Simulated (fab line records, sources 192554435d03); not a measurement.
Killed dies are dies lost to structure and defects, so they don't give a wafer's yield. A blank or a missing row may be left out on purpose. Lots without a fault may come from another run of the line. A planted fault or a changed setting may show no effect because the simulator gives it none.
Which tool did it? | flow n5_finfet | 9 lots, 27 wafers sampled, at 4 steps of a route of 1938

WHAT THE GAUGES READ, wafer by wafer
N5_BEOL_M1_INSPECT_59: inspects for defects (darkfield).
lot  | measured     | on                | raw_defect_count
L300 | day 6 19:19  | defect_inspect-01 | 89 88 60
L302 | day 7 05:08  | defect_inspect-02 | 105 95 98
L305 | day 8 00:17  | defect_inspect-02 | 130 68 113
L307 | day 9 06:02  | defect_inspect-02 | 68 71 76
L308 | day 9 06:48  | defect_inspect-02 | 63 70 74
L311 | day 9 16:23  | defect_inspect-02 | 58 341 71
L313 | day 9 18:59  | defect_inspect-01 | 97 68 68
L318 | day 11 05:10 | defect_inspect-01 | 66 104 155
L322 | day 12 15:37 | defect_inspect-02 | 84 66 132

WHICH TOOL RAN EACH LOT (tool, then ch and the chambers of the sampled wafers, then the start)
lot  | N5_BEOL_M1_CMP_52             | N5_BEOL_M1_PRE_CLEAN_60         | N5_BEOL_M1_CO_CAP_55
L300 | cmp-02 ch 1,2, day 6 18:47    | cvd_co-01 ch 1,2, day 6 19:04   | cvd_co-01 ch 1,2, day 6 19:07
L302 | cmp-02 ch 0,1,2, day 7 04:36  | cvd_co-01 ch 0,2, day 7 04:54   | cvd_co-01 ch 0,2, day 7 04:56
L305 | cmp-01 ch 1,2,3, day 7 23:45  | cvd_co-02 ch 0,1, day 8 00:02   | cvd_co-02 ch 0,1, day 8 00:05
L307 | cmp-03 ch 0,2,3, day 9 05:28  | cvd_co-02 ch 0,1, day 9 05:47   | cvd_co-02 ch 0,1, day 9 05:50
L308 | cmp-03 ch 0,2,3, day 9 06:16  | cvd_co-01 ch 0,2, day 9 06:34   | cvd_co-01 ch 0,2, day 9 06:36
L311 | cmp-02 ch 0,1,3, day 9 15:48  | cvd_co-01 ch 0,1, day 9 16:08   | cvd_co-01 ch 0,1, day 9 16:10
L313 | cmp-03 ch 0,1,3, day 9 18:22  | cvd_co-02 ch 0,1,2, day 9 18:42 | cvd_co-02 ch 0,1,2, day 9 18:44
L318 | cmp-03 ch 0,2,3, day 11 04:35 | cvd_co-02 ch 0,1, day 11 04:55  | cvd_co-02 ch 0,1, day 11 04:58
L322 | cmp-01 ch 0,1,2, day 12 15:01 | cvd_co-02 ch 0,1, day 12 15:22  | cvd_co-02 ch 0,1, day 12 15:25
- N5_BEOL_M1_CMP_52: polishes, stops on SiOC, t overpolish 6.8 s, target thk 40 nm.
- N5_BEOL_M1_PRE_CLEAN_60: time 15 s.
- N5_BEOL_M1_CO_CAP_55: material Co, precursor CCTBA/H2, target thk 2 nm, time 102.1 s.

THE ANSWER, worked out from the rows above alone
Rule: what is usual is taken from the lots themselves. Put in order of their means at a reading, lots are off if they are a third of the lots or fewer, leave a main group of 4 or more, and stand apart from it by a gap of 3 or more times the standard deviation of the main group's means; of several such gaps the widest counts. A main group whose means are all the same, to the digits that the tables above print for the reading, isn't used. A lot without any number at a reading at which 4 lots or more have one is off too. The other lots that the step has rows for count as sound.
Off: L311, at N5_BEOL_M1_INSPECT_59 (raw_defect_count). The main group: mean 88, standard deviation 14.
A tool fits if, at a process step before that reading, it ran every lot that is off, and no sound lot after the first of them. The gauges at N5_BEOL_M1_INSPECT_59 are tried like those tools. Can't be told from this: 2 tools fit, cmp-02 at N5_BEOL_M1_CMP_52, cvd_co-01 at N5_BEOL_M1_PRE_CLEAN_60 and N5_BEOL_M1_CO_CAP_55.

WHAT THE SIMULATOR HAD PUT IN
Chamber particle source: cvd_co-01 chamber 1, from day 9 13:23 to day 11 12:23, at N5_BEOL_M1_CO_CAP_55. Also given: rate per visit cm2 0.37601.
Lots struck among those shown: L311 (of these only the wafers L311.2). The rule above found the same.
